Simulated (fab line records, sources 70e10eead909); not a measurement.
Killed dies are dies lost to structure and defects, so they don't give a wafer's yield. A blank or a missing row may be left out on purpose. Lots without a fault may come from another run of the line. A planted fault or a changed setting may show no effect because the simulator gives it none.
Problem report in the 8D (eight disciplines) form, filled by code | flow nand_harc | the parts of the form that need people (team, actions taken, sign-off) are left out

1. THE PROBLEM
throttle_valve_pct at NHARC_A_STAIRCASE_DESCUM_270 reads a mean of 10.147 % on 2 wafers of 2 lots; wafers without a fault read 11.310 % with a standard deviation of 0.0091. That is -99 or more standard deviations from the usual mean.
The step: chemistry O2, time 3 s.
First seen on wafer L376.4, day 23 00:45, on rie_diel-04. The record holds 33 wafers of 11 lots with a number at this step. Rule for "out", or "out of limits": more than 4 standard deviations from the usual mean. The other wafers with a number count as sound.

2. WHAT IT IS AND WHAT IT IS NOT
question                    | is                               | is not
which readings at this step | throttle_valve_pct, o2_flow_sccm | drypump_motor_current_A, oes_product_au, rf_vpp_V, showerhead_plenum_p_Torr
which lots                  | L375, L376                       | L362, L364, L365, L366, L372, L379, L380, L381, L382
which wafers of those lots  | L375.1, L376.4                   | L375.4, L375.6, L376.1, L376.2
read on which tools         | rie_diel-04                      | rie_diel-01, rie_diel-09
when                        | from day 23 00:45                | up to then (17 sound wafers); but 14 sound wafers of L375, L379, L380, L381, L382 came after

3. SUSPECTS, AND WHAT RULES EACH OUT
Counting: a tool at a process step up to the reading stays a suspect if it ran every lot that is out. Sound lots after the first of them don't rule it out here, since some wafers of a struck lot are sound.
- plasma_asher-02 at NHARC_A_STAIRCASE_STRIP_238 (strips in O2): kept. It ran every lot that is out, first L376 (day 22 18:47).
- rie_diel-04 at NHARC_A_STAIRCASE_DESCUM_270 (chemistry O2, time 3 s): kept. It ran every lot that is out, first L376 (day 23 00:45); its last sound lot up to then is L372 (day 21 12:56). Its own readings are out on those wafers: o2_flow_sccm, throttle_valve_pct.
- Within rie_diel-04 at NHARC_A_STAIRCASE_DESCUM_270: the wafers that are out ran in chamber 3; their sound lot-mates ran in chambers 0, 1, 2.
Left after counting: plasma_asher-02 at NHARC_A_STAIRCASE_STRIP_238, rie_diel-04 at NHARC_A_STAIRCASE_DESCUM_270.

4. THE CAUSE (what the simulator had put in)
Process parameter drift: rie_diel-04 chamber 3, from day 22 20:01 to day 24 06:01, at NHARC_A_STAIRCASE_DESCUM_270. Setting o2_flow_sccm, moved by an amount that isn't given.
Counting left 2 suspects, and this tool is among them.

5. THE CHAIN OF EFFECTS, in route order
Each row: a reading whose mean over the struck wafers that have a number lies more than 3 standard deviations from the usual. Only readings for which the record gives a usual standard deviation are gone through. hours: the time from each lot's start at the first step in this table that gives one to its start at this step, as a median over the lots. sigmas: the change in usual standard deviations.
hours | step                         | reading            | usual      | on struck wafers | change | sigmas
0     | NHARC_A_STAIRCASE_DESCUM_270 | o2_flow_sccm       | 200.1 sccm | 160.1            | -40.0  | -70
0     | NHARC_A_STAIRCASE_DESCUM_270 | throttle_valve_pct | 11.310 %   | 10.147           | -1.163 | -99 or more
The process steps in it:
- NHARC_A_STAIRCASE_DESCUM_270: chemistry O2, time 3 s.

6. WHAT WOULD HAVE CAUGHT IT SOONER
In this record the first reading out of limits was taken at day 23 00:45, 5 hours after the fault began at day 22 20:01.
